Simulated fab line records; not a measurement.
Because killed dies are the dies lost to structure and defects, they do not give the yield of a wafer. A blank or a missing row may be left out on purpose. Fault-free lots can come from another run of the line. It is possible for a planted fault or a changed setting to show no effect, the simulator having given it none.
fab line records	flow nand-harc
record: lots: 6	wafers: 18	last-day: 24
route steps=1159 shown P_STI@69 END@1159
lots that met no fault: from a run of the same line without faults
start-h: the number of hours between the record's first day and the start of the first shown wafer of the lot	wait-h: hours from the lot's prior step to this one	" repeats the value in the row above	L1.1+2: a row that stands for several wafers	- no value present, or no start provided	* or withheld: withheld	< > ~ a bound
route shown NAME@n: names a module that has steps shown in the file, with the first one's number in the route	usual: mean/standard deviation taken from wafers without a fault	same: alike in all rows	chamber/n: place in a boat	sites: each site's reading	_std_site: standard deviation of those values	_edge_site: the outer-site mean with the inner-site mean subtracted	radius-mm: for every site, how far away it sits from the centre of the wafer	mask NAME#n: copy n	behind: the last tool/chamber to shape the wafer	hold: what put the lot on hold/how long, in hours/how the hold closed	device: which transistor (n, p or np) failed to switch	end of line: the route-end tests of the same wafers	for a step that has no rows: nothing shown but its recipe	killed: at the first sort, the dies lost to defects and structure; wafer yield is something else	map: the dies of a wafer, with x for killed, . for not killed, _ for no die there
set.NAME: setting as actually run; set.NAME@STEP: the setting as run at that earlier step	model.NAME: the simulator's own value behind a step, which no gauge read
certain route steps with their lots: each step a table, each wafer a row
services: a tool's chamber out of use, with start hour (start-h, from the record's first day; less than 0 if before it), hours out, and reason
== steps ==
step: NHARC_P_STI_ETCH_26
recipe: target-depth-a: 110	chemistry: dHF	material: SiO2
step: NHARC_P_STI_PRECLEAN_27
recipe: time-s: *	temp-c: 50	bath-age-min: 0	chemistry: SC1
step: NHARC_P_STI_SRD_28
step: NHARC_P_STI_OXIDE_29
recipe: target-thk-a: 100	temp-c: 900	ox-time-s: 1362	material: SiO2
step: NHARC_P_STI_HM_DEP_30
recipe: target-thk-a: 800	temp-c: 790	pressure-mtorr: 300	time-s: 873	material: Si3N4
step: NHARC_P_STI_DEHYDRATE_01
recipe: temp-c: 150	time-s: 120
step: NHARC_P_STI_HMDS_02
recipe: time-s: 30
step: NHARC_P_STI_COAT_41
recipe: temp-c: 200	time-s: 65
step: NHARC_P_STI_COAT_03
recipe: spin-rpm: 2000	resist-thk-nm: 600
step: NHARC_P_STI_SOFTBAKE_04
recipe: temp-c: 125	time-s: 70
step: NHARC_P_STI_EBR_05
step: NHARC_P_STI_EXPOSE_06
recipe: na: 0.55	target-cd-nm: 200	dose-mj: 37.69	mask-id: P_STI
step: NHARC_P_STI_PEB_07
recipe: peb-temp-c: 128	peb-time-s: 80
usual: heater-power-total-W: 189.7/0.79	plate-temp-C: 128.04/0.12
lot.wafer	tool	chamber	start-h	wait-h	heater-power-total-W	plate-temp-C
L466.1	litho-track-05	0	49.90	0.1	190.2	128.05
L466.3	"	0	"	"	189.5	127.76
L466.6	"	0	"	"	189.2	127.98
L467.1	litho-track-02	0	60.26	0.1	190.7	128.15
L467.3	"	0	"	"	190.6	128.07
L467.4	"	0	"	"	190.8	128.12
L474.1	litho-track-05	0	100.90	0.1	193.4	130.24
L474.2	"	0	"	"	192.5	129.91
L474.5	"	0	"	"	193.8	130.30
L475.1	litho-track-05	0	109.05	0.1	194.3	129.71
L475.3	"	0	"	"	193.3	129.95
L475.6	"	0	"	"	192.6	130.03
L476.4	litho-track-02	0	109.21	0.0	190.7	128.05
L476.5	"	0	"	"	188.6	128.19
L476.6	"	0	"	"	189.6	128.06
L486.3	litho-track-02	0	173.04	0.1	190.8	128.06
L486.4	"	0	"	"	189.6	127.93
L486.6	"	0	"	"	189.2	128.18
step: NHARC_P_STI_DEVELOP_08
recipe: time-s: 50	dev-temp-c: 22
step: NHARC_P_STI_CD_MEAS_09
recipe: target-cd-nm: 200	landing-energy-ev: 500
usual: cd-nm: 200.2/2.1
lot.wafer	tool	chamber	start-h	wait-h	cd-nm
L466.1	cd-sem-03	0	49.98	-	202.1
L466.3	"	0	"	"	200.8
L466.6	"	0	"	"	199.5
L467.1	cd-sem-01	0	60.35	-	201.6
L467.3	"	0	"	"	200.9
L467.4	"	0	"	"	200.2
L474.1	cd-sem-02	0	100.99	-	211.3
L474.2	"	0	"	"	214.3
L474.5	"	0	"	"	212.8
L475.1	cd-sem-01	0	109.13	-	214.0
L475.3	"	0	"	"	215.5
L475.6	"	0	"	"	211.7
L476.4	cd-sem-01	0	109.30	-	203.2
L476.5	"	0	"	"	204.4
L476.6	"	0	"	"	202.8
L486.3	cd-sem-01	0	173.13	-	198.9
L486.4	"	0	"	"	199.6
L486.6	"	0	"	"	197.7
step: NHARC_P_STI_OVL_MEAS_10
usual: overlay-x-nm: 0/5.4	overlay-y-nm: -1/5.8
lot.wafer	tool	chamber	start-h	wait-h	overlay-x-nm	overlay-y-nm
L466.1	overlay-02	-	50.07	-	-5	8
L466.3	"	-	"	"	-4	8
L466.6	"	-	"	"	-5	8
L467.1	overlay-01	-	60.44	-	3	1
L467.3	"	-	"	"	3	1
L467.4	"	-	"	"	3	1
L474.1	overlay-02	-	101.08	-	-2	4
L474.2	"	-	"	"	-2	4
L474.5	"	-	"	"	-2	5
L475.1	overlay-02	-	109.22	-	4	0
L475.3	"	-	"	"	4	-1
L475.6	"	-	"	"	4	-1
L476.4	overlay-01	-	109.38	-	10	0
L476.5	"	-	"	"	10	0
L476.6	"	-	"	"	10	0
L486.3	overlay-01	-	173.22	-	-7	-11
L486.4	"	-	"	"	-7	-12
L486.6	"	-	"	"	-7	-12
step: NHARC_P_STI_INSPECT_11
usual: raw-defect-count: 6/3.2
lot.wafer	tool	chamber	start-h	wait-h	raw-defect-count
L466.1	defect-inspect-01	-	50.11	0.0	16
L466.3	"	-	"	"	9
L466.6	"	-	"	"	16
L467.1	defect-inspect-01	-	60.47	0.0	4
L467.3	"	-	"	"	7
L467.4	"	-	"	"	4
L474.1	defect-inspect-02	-	101.11	0.0	5
L474.2	"	-	"	"	7
L474.5	"	-	"	"	3
L475.1	defect-inspect-01	-	109.26	0.0	7
L475.3	"	-	"	"	3
L475.6	"	-	"	"	5
L476.4	defect-inspect-02	-	109.42	0.0	10
L476.5	"	-	"	"	7
L476.6	"	-	"	"	10
L486.3	defect-inspect-02	-	173.25	0.0	7
L486.4	"	-	"	"	7
L486.6	"	-	"	"	5
step: NHARC_P_STI_HARDBAKE_13
recipe: temp-c: 118	time-s: 65
step: NHARC_P_STI_DESCUM_14
recipe: time-s: 3	o2-flow-sccm: 200	ar-flow-sccm: 0	bias-power-w: 0	chemistry: O2
usual: drypump-motor-current-A: 5.6/0.55	oes-product-au: 0.999/0.0092	rf-vpp-V: 57.8/0.88	showerhead-plenum-p-Torr: 1.92/0.08	throttle-valve-pct: 11.312/0.0088
same: bias-power-w: 0
lot.wafer	tool	chamber	start-h	wait-h	drypump-motor-current-A	oes-product-au	rf-hours-counter-h	rf-vpp-V	showerhead-plenum-p-Torr	throttle-valve-pct	model.P_STI.cd-nm
L466.3	rie-diel-13	0	50.24	-	4.9	0.983	3.1	56.8	1.98	11.311	200
L466.1	"	3	"	"	6.6	0.997	2.9	58.9	1.89	11.310	201.3
L466.6	"	0	"	"	4.9	0.995	-	57.7	1.98	11.318	198.8
L467.1	rie-diel-06	2	60.62	-	5.2	0.982	7.3	56.7	2.05	11.302	201.5
L467.3	"	3	"	"	6.5	1.005	8.1	58.2	1.98	11.323	199.7
L467.4	"	0	"	"	6.5	0.993	8.6	59.4	1.81	11.324	201.7
L474.1	rie-diel-05	2	101.25	-	5.9	1.007	3.3	57.4	1.99	11.307	210.5
L474.2	"	0	"	"	5.1	0.999	3.3	57.7	1.86	11.323	214.4
L474.5	"	3	"	"	5.3	1.022	-	57.5	2.03	11.322	211.3
L475.3	rie-diel-05	1	109.41	-	5.7	0.986	3.7	56.9	1.84	11.311	215.1
L475.1	"	2	"	"	5.9	1.007	3.7	58.9	1.99	11.304	213.6
L475.6	"	3	"	"	5.3	1.021	-	59.0	2.03	11.313	211
L476.4	rie-diel-13	1	109.56	-	6.0	0.994	0.0	56.9	1.92	11.326	202.9
L476.5	"	0	"	"	5.0	0.981	-	57.5	1.98	11.324	204.1
L476.6	"	1	"	"	5.9	0.984	-	58.1	1.92	11.318	202.6
L486.4	rie-diel-05	1	173.40	-	5.7	1.002	0	58.6	1.84	11.318	199.6
L486.3	"	2	"	"	5.9	1.003	0	58.1	1.99	11.305	199
L486.6	"	3	"	"	5.3	1.004	-	57.9	2.03	11.312	197.5
step: NHARC_P_STI_ETCH_42
recipe: target-depth-a: 800	overetch-a: 240	time-s: 61	ion-energy-ev: 200	n2-flow-sccm: 150	h2-flow-sccm: 150	ar-flow-sccm: 0	rf-w: 400	bias-w: 150	chemistry: N2/H2
usual: drypump-motor-current-A: 5.7/0.57	oes-product-au: 1.001/0.0092	rf-vpp-V: 430.8/2.5	showerhead-plenum-p-Torr: 2.04/0.086	throttle-valve-pct: 14.171/0.0097
lot.wafer	tool	chamber	start-h	wait-h	drypump-motor-current-A	oes-product-au	rf-hours-counter-h	rf-vpp-V	showerhead-plenum-p-Torr	throttle-valve-pct
L466.1	rie-diel-13	2	50.34	0.1	5.5	1.008	2.8	427.0	1.93	14.173
L466.3	"	3	"	"	6.7	1.000	2.9	428.3	2.02	14.186
L466.6	"	1	"	"	5.9	1.002	-	431.1	2.05	14.169
L467.4	rie-diel-06	2	60.70	0.1	5.2	0.998	7.3	435.8	2.19	14.185
L467.3	"	3	"	"	6.5	1.011	8.1	433.3	2.11	14.171
L467.1	"	0	"	"	6.5	0.994	8.6	428.5	1.92	14.169
L474.1	rie-diel-05	1	101.34	0.1	5.7	0.992	3.4	428.5	1.96	14.190
L474.2	"	2	"	"	6.0	1.021	3.3	432.7	2.12	14.176
L474.5	"	0	"	"	5.1	1.000	-	430.2	1.99	14.178
L475.1	rie-diel-05	2	109.48	0.1	6.0	1.013	3.7	432.9	2.12	14.170
L475.3	"	0	"	"	5.1	0.994	3.6	429.9	1.99	14.191
L475.6	"	1	"	"	5.7	0.990	-	428.0	1.96	14.163
L476.4	rie-diel-13	0	109.64	0.1	4.9	1.000	0.0	431.0	2.11	14.142
L476.5	"	3	"	"	6.6	0.986	-	431.0	2.02	14.164
L476.6	"	0	"	"	5.0	0.993	-	433.3	2.11	14.168
L486.4	rie-diel-05	0	173.47	0.1	5.1	0.996	0.0	429.1	1.98	14.176
L486.3	"	2	"	"	6.0	1.012	0.0	432.4	2.12	14.176
L486.6	"	1	"	"	5.7	1.005	-	428.2	1.96	14.162
step: NHARC_P_STI_ETCH_31
recipe: target-depth-a: 1089	time-s: 54.5	cf4-flow-sccm: 100	chf3-flow-sccm: 30	ar-flow-sccm: 0	rf-w: 500	bias-w: 200	chemistry: CF4/CHF3
usual: drypump-motor-current-A: 5.8/0.54	oes-product-au: 0.965/0.019	rf-vpp-V: 370.4/2.2	showerhead-plenum-p-Torr: 1.57/0.063	throttle-valve-pct: 16.802/0.0098
lot.wafer	tool	chamber	start-h	wait-h	drypump-motor-current-A	oes-product-au	rf-hours-counter-h	rf-vpp-V	showerhead-plenum-p-Torr	throttle-valve-pct
L466.1	rie-diel-13	3	-	-	6.6	0.972	3.0	369.5	1.56	16.800
L466.3	"	0	"	"	4.9	0.956	3.1	373.0	1.62	16.812
L466.6	"	2	"	"	5.5	0.980	-	367.4	1.49	16.808
L467.4	rie-diel-06	0	-	-	6.5	0.968	8.7	368.4	1.49	16.800
L467.1	"	2	"	"	5.2	0.940	7.3	372.3	1.68	16.804
L467.3	"	3	"	"	6.4	0.985	8.1	372.4	1.62	16.795
L474.1	rie-diel-05	3	-	-	5.3	0.970	3.2	373.7	1.66	16.803
L474.2	"	0	"	"	5.1	0.981	3.3	368.1	1.54	16.805
L474.5	"	2	"	"	5.9	0.962	-	372.5	1.63	16.802
L475.3	rie-diel-05	3	-	-	5.3	0.980	3.5	374.8	1.66	16.804
L475.1	"	0	"	"	5.1	0.962	3.6	369.0	1.53	16.813
L475.6	"	3	"	"	5.3	0.977	-	373.5	1.66	16.792
L476.4	rie-diel-13	2	-	-	5.5	0.973	0.0	367.7	1.49	16.798
L476.6	"	2	"	"	5.5	0.984	-	367.8	1.49	16.791
L476.5	"	3	"	"	6.6	0.968	-	369.5	1.56	16.806
L486.4	rie-diel-05	1	-	-	5.7	0.986	0.0	367.9	1.52	16.788
L486.3	"	0	"	"	5.1	0.964	0.0	369.7	1.53	16.787
L486.6	"	2	"	"	5.9	0.976	-	371.4	1.63	16.800
step: NHARC_P_STI_ETCH_15
recipe: target-depth-a: 3000	taper-deg: 4	time-s: 100.1	hbr-flow-sccm: 150	cl2-flow-sccm: 50	rf-w: 400	icp-w: 400	bias-w: 100	chemistry: HBr/Cl2
usual: drypump-motor-current-A: 5.7/0.48	hbr-flow-sccm: 149.9/0.51	mfc-cl2-sccm: 50.01/0.17	oes-product-au: 1.000/0.007	throttle-valve-pct: 26.406/0.0094
lot.wafer	tool	chamber	start-h	wait-h	drypump-motor-current-A	hbr-flow-sccm	mfc-cl2-sccm	oes-product-au	rf-hours-counter-h	throttle-valve-pct	model.P_STI.cd-nm
L466.3	rie-si-02	0	50.52	-	5.5	150.1	50.11	1.010	0.0	26.402	199.4
L466.1	"	3	"	"	6.4	150.7	50.52	1.006	0.0	26.397	201.9
L466.6	"	0	"	"	5.5	149.9	50.27	1.008	-	26.395	195.7
L467.3	rie-si-03	1	60.89	-	5.8	149.8	50.19	1.010	0.6	26.410	198.7
L467.4	"	2	"	"	5.4	150.0	50.23	1.011	0.5	26.401	202.1
L467.1	"	3	"	"	5.7	150.1	50.07	0.988	0.4	26.407	199.9
L474.1	rie-si-02	1	101.54	-	5.8	149.6	49.97	0.993	0.4	26.429	209
L474.2	"	3	"	"	6.4	149.0	50.16	0.995	0.4	26.408	215.6
L474.5	"	1	"	"	5.8	149.0	49.89	0.989	-	26.399	211.6
L475.3	rie-si-03	1	109.69	-	5.8	150.3	49.95	0.999	1.0	26.385	215.3
L475.1	"	3	"	"	5.7	150.4	50.10	0.987	0.7	26.412	214.3
L475.6	"	1	"	"	5.8	150.7	50.01	1.004	-	26.409	208.9
L476.4	rie-si-02	3	109.84	-	6.4	149.4	50.08	0.988	0.4	26.406	202.4
L476.6	"	2	"	"	5.3	150.1	49.78	1.008	-	26.407	201.4
L476.5	"	3	"	"	6.4	149.4	50.05	0.997	-	26.424	205.2
L486.3	rie-si-03	3	173.69	-	5.7	148.8	50.27	1.008	0.1	26.408	198.7
L486.4	"	1	"	"	5.8	149.7	49.88	1.007	0.0	26.405	199.4
L486.6	"	2	"	"	5.4	150.5	50.03	1.007	-	26.396	197.2
step: NHARC_P_STI_CD_MEAS_16
usual: cd-nm: 199.8/2.5
lot.wafer	tool	chamber	start-h	wait-h	cd-nm
L466.1	cd-sem-03	-	50.67	-	202.0
L466.3	"	-	"	"	199.3
L466.6	"	-	"	"	196.2
L467.1	cd-sem-03	-	61.05	-	200.1
L467.3	"	-	"	"	198.8
L467.4	"	-	"	"	202.1
L474.1	cd-sem-03	-	101.69	-	209.0
L474.2	"	-	"	"	215.7
L474.5	"	-	"	"	211.5
L475.1	cd-sem-01	-	109.86	-	214.3
L475.3	"	-	"	"	215.3
L475.6	"	-	"	"	209.3
L476.4	cd-sem-03	-	110.00	-	202.3
L476.5	"	-	"	"	205.6
L476.6	"	-	"	"	201.2
L486.3	cd-sem-03	-	173.84	-	198.9
L486.4	"	-	"	"	199.5
L486.6	"	-	"	"	197.1
step: NHARC_P_STI_OCD_MEAS_17
usual: trench-depth-nm: 300.7/2.6	trench-foot-cd-nm: 158.2/2.1
lot.wafer	tool	chamber	start-h	wait-h	trench-depth-nm	trench-foot-cd-nm
L466.1	ocd-02	-	50.76	0.1	303.6	159.4
L466.3	"	-	"	"	305.6	157.7
L466.6	"	-	"	"	305.7	156.7
L467.1	ocd-01	-	61.15	0.1	299.9	159.9
L467.3	"	-	"	"	303.5	158.3
L467.4	"	-	"	"	304.8	158.3
L474.1	ocd-02	-	101.79	0.1	296.7	170.0
L474.2	"	-	"	"	297.5	172.8
L474.5	"	-	"	"	298.7	171.0
L475.1	ocd-02	-	109.95	0.1	293.4	173.3
L475.3	"	-	"	"	299.2	173.6
L475.6	"	-	"	"	302.4	169.8
L476.4	ocd-01	-	110.08	0.1	298.8	160.8
L476.5	"	-	"	"	301.0	161.6
L476.6	"	-	"	"	304.1	159.7
L486.3	ocd-01	-	173.92	0.1	300.7	156.8
L486.4	"	-	"	"	305.4	156.9
L486.6	"	-	"	"	301.5	155.9
step: NHARC_P_STI_STRIP_19
recipe: time-s: 900	temp-c: 130	chemistry: SPM
step: NHARC_END_SORT_01
recipe: temp-c: 25
usual: killed-at-array: 24/8.8	killed-at-other: 0.7/0.99	killed-at-periphery: 3.5/2.6	killed-dies: 28/9.3	killed-open: 3.2/1.7	killed-short: 1.7/1.4
same: gross-dies: 677
lot.wafer	tool	chamber	start-h	wait-h	killed-at-array	killed-at-other	killed-at-periphery	killed-dies	killed-open	killed-short
L466.1	prober-01	0	463.61	2.5	32	0	10	42	3	3
L466.3	prober-01	0	465.19	3.1	27	0	4	31	4	1
L466.6	prober-01	0	467.57	4.0	21	0	6	27	2	0
L474.1	prober-01	0	504.16	2.5	20	0	3	23	0	2
L474.2	prober-01	0	504.95	2.8	30	1	8	39	4	1
L474.5	prober-01	0	507.32	3.7	26	0	3	29	5	0
L476.4	prober-01	0	516.47	3.4	22	0	4	26	2	0
L476.5	prober-01	0	517.28	3.7	22	2	4	28	3	1
L476.6	prober-01	0	518.08	4.0	35	1	7	43	7	3
L475.1	prober-01	0	521.85	2.5	20	1	3	24	7	2
L475.3	prober-01	0	523.43	3.1	20	0	3	23	2	2
L475.6	prober-01	0	525.78	3.9	20	0	3	23	2	1
killed by level:class
L466.1 A_CHANNEL_HOLE_D1:chamber-film-flake=14 A_CONTACT:chamber-film-flake=7 P_M2:chamber-film-flake=4 A_STAIRCASE:chamber-film-flake=4 P_STI:chamber-film-flake=2 A_SLIT:chamber-film-flake=2 A_M0:chamber-film-flake=2 P_GATE:geometric-particle:open=1
L466.3 A_CHANNEL_HOLE_D1:chamber-film-flake=10 A_STAIRCASE:chamber-film-flake=7 A_CONTACT:chamber-film-flake=3 A_CONTACT:geometric-particle:open=2 P_M2:chamber-film-flake=2 A_SLIT:chamber-film-flake=2 P_CONTACT:geometric-particle:open=1 A_CHANNEL_FILL_D1:geometric-particle:short=1
L466.6 A_CHANNEL_HOLE_D1:chamber-film-flake=11 P_M2:chamber-film-flake=4 A_STAIRCASE:chamber-film-flake=3 A_CONTACT:chamber-film-flake=3 P_STI:chamber-film-flake=2 A_ONON_D1:geometric-particle:open=1 A_CONTACT:geometric-particle:open=1 A_SLIT:chamber-film-flake=1
L474.1 A_STAIRCASE:chamber-film-flake=5 A_CHANNEL_HOLE_D1:chamber-film-flake=4 A_SLIT:chamber-film-flake=3 A_SGD_CUT:chamber-film-flake=2 A_CONTACT:chamber-film-flake=2 A_M1:chamber-film-flake=2 P_GATE:geometric-particle:short=1 A_M0:geometric-particle:short=1
L474.2 A_STAIRCASE:chamber-film-flake=10 A_SLIT:chamber-film-flake=9 P_ZERO_WELL:chamber-film-flake=3 A_CHANNEL_HOLE_D1:chamber-film-flake=3 A_WL_FILL:chamber-film-flake=3 P_M0:chamber-film-flake=2 P_M0:geometric-particle:open=1 P_M2:geometric-particle:open=1
L474.5 A_SLIT:chamber-film-flake=9 A_STAIRCASE:chamber-film-flake=7 A_SGD_CUT:chamber-film-flake=2 A_WL_FILL:chamber-film-flake=2 P_CONTACT:geometric-particle:open=1 A_ONON_D1:geometric-particle:open=1 A_CHANNEL_FILL_D1:geometric-particle:open=1 A_SGD_CUT:geometric-particle:open=1
L476.4 A_CHANNEL_HOLE_D1:chamber-film-flake=13 A_WL_FILL:chamber-film-flake=4 P_STI:chamber-film-flake=3 A_CONTACT:chamber-film-flake=2 A_ONON_D1:geometric-particle:open=1 A_CONTACT:geometric-particle:open=1 P_M0:chamber-film-flake=1 A_STAIRCASE:chamber-film-flake=1
L476.5 A_CHANNEL_HOLE_D1:chamber-film-flake=9 P_STI:chamber-film-flake=3 A_STAIRCASE:chamber-film-flake=3 A_WL_FILL:chamber-film-flake=3 A_CHANNEL_FILL_D1:chamber-film-flake=2 A_CONTACT:chamber-film-flake=2 P_CONTACT:geometric-particle:open=1 A_CHANNEL_HOLE_D1:geometric-particle:open=1
L476.6 A_CHANNEL_HOLE_D1:chamber-film-flake=20 P_STI:chamber-film-flake=4 A_STAIRCASE:chamber-film-flake=4 A_CONTACT:chamber-film-flake=4 P_CONTACT:geometric-particle:open=2 A_CONTACT:geometric-particle:open=2 P_CONTACT:geometric-particle:short=1 A_ONON_D1:geometric-particle:open=1
L475.1 A_CHANNEL_FILL_D1:chamber-film-flake=5 A_WL_FILL:chamber-film-flake=5 A_CHANNEL_HOLE_D1:chamber-film-flake=3 P_GATE:geometric-particle:open=2 A_CONTACT:chamber-film-flake=2 P_CONTACT:geometric-particle:open=1 A_ONON_D1:geometric-particle:short=1 A_WL_FILL:geometric-particle:short=1
L475.3 A_WL_FILL:chamber-film-flake=6 A_CHANNEL_FILL_D1:chamber-film-flake=4 A_CHANNEL_HOLE_D1:chamber-film-flake=3 A_STAIRCASE:chamber-film-flake=3 P_STI:area-peb=2 P_CONTACT:geometric-particle:open=1 A_ONON_D1:geometric-particle:short=1 A_CHANNEL_HOLE_D1:geometric-particle:short=1
L475.6 A_CHANNEL_HOLE_D1:chamber-film-flake=11 A_CHANNEL_FILL_D1:chamber-film-flake=2 A_STAIRCASE:chamber-film-flake=2 A_WL_FILL:chamber-film-flake=2 P_CONTACT:geometric-particle:open=1 P_M1:geometric-particle:open=1 A_M0:geometric-particle:short=1 P_ZERO_WELL:chamber-film-flake=1
== services ==
tool	chamber	start-h	hours	kind
rie-si-02	-	34.00	9.0	pm
rie-diel-05	0	44.60	-	clean
rie-diel-05	1	44.60	-	clean
rie-diel-05	2	44.60	-	clean
rie-diel-05	3	44.60	-	clean
rie-diel-06	2	45.41	9.0	repair
rie-diel-06	3	51.89	7.2	repair
litho-track-05	-	62.00	7.0	pm
rie-diel-06	-	64.20	9.0	pm
rie-diel-05	0	69.10	-	clean
rie-diel-13	2	74.93	1.9	repair
rie-diel-06	0	77.86	4.3	repair
rie-diel-06	1	83.38	4.1	repair
rie-si-02	-	85.12	0.4	repair
rie-diel-13	-	99.00	9.0	pm
rie-si-03	2	107.42	3.2	repair
rie-diel-06	2	112.77	6.0	repair
rie-diel-06	1	125.18	5.7	repair
rie-si-02	-	147.53	0.3	repair
rie-si-03	-	155.00	9.0	pm
rie-diel-06	3	157.69	7.3	repair
rie-diel-05	-	163.60	9.0	pm
litho-track-02	-	165.01	7.0	pm
rie-diel-13	1	169.69	14.7	repair
== key ==
first-sign: step: NHARC_P_STI_PEB_07	reading: plate-temp-C	direction: up	sigmas: 16	usual: *	struck: *
effect: step: NHARC_P_STI_PEB_07	reading: heater-power-total-W	direction: up	sigmas: 4.5	usual: *	struck: *
effect: step: NHARC_P_STI_CD_MEAS_09	reading: cd-nm	direction: up	sigmas: 6.3	usual: 200.2	struck: 213.2	through: control-loop
effect: step: NHARC_P_STI_CD_MEAS_16	reading: cd-nm	direction: up	sigmas: 5	usual: 199.8	struck: 212.5	through: control-loop
effect: step: NHARC_P_STI_OCD_MEAS_17	reading: trench-foot-cd-nm	direction: up	sigmas: 6.5	usual: 158.2	struck: 171.8	through: control-loop
model-effect: step: NHARC_P_STI_DESCUM_14	value: P_STI.cd-nm	without: 199	struck: 212.7
model-effect: step: NHARC_P_STI_ETCH_15	value: P_STI.cd-nm	without: 198.8	struck: 212.4
met-at NHARC_P_STI_PEB_07
struck-wafers L474.1,L474.2,L474.5,L475.1,L475.3,L475.6
tester-left-out L474,L475
loop-trim: step: NHARC_P_STI_EXPOSE_06	setting: dose	lots: L475
onset-between 49.90 100.90
fault: kind: process-parameter-drift	tool: litho-track-05	chamber: -	onset-h: 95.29	steps: NHARC_P_STI_PEB_07	channel: peb-temp-c	offset: *	shape: step	end-h: 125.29	acts-in: *	stated: *
tester-left-out: of these lots the tester's yield and bins aren't shown, on N5 and GAA mostly nor the transistor test; their killed dies are dies lost to structure and defects alone, not to doping, threshold or leakage, so they don't give the yield
loop-trim: a control loop set the setting to another value than it would have without faults
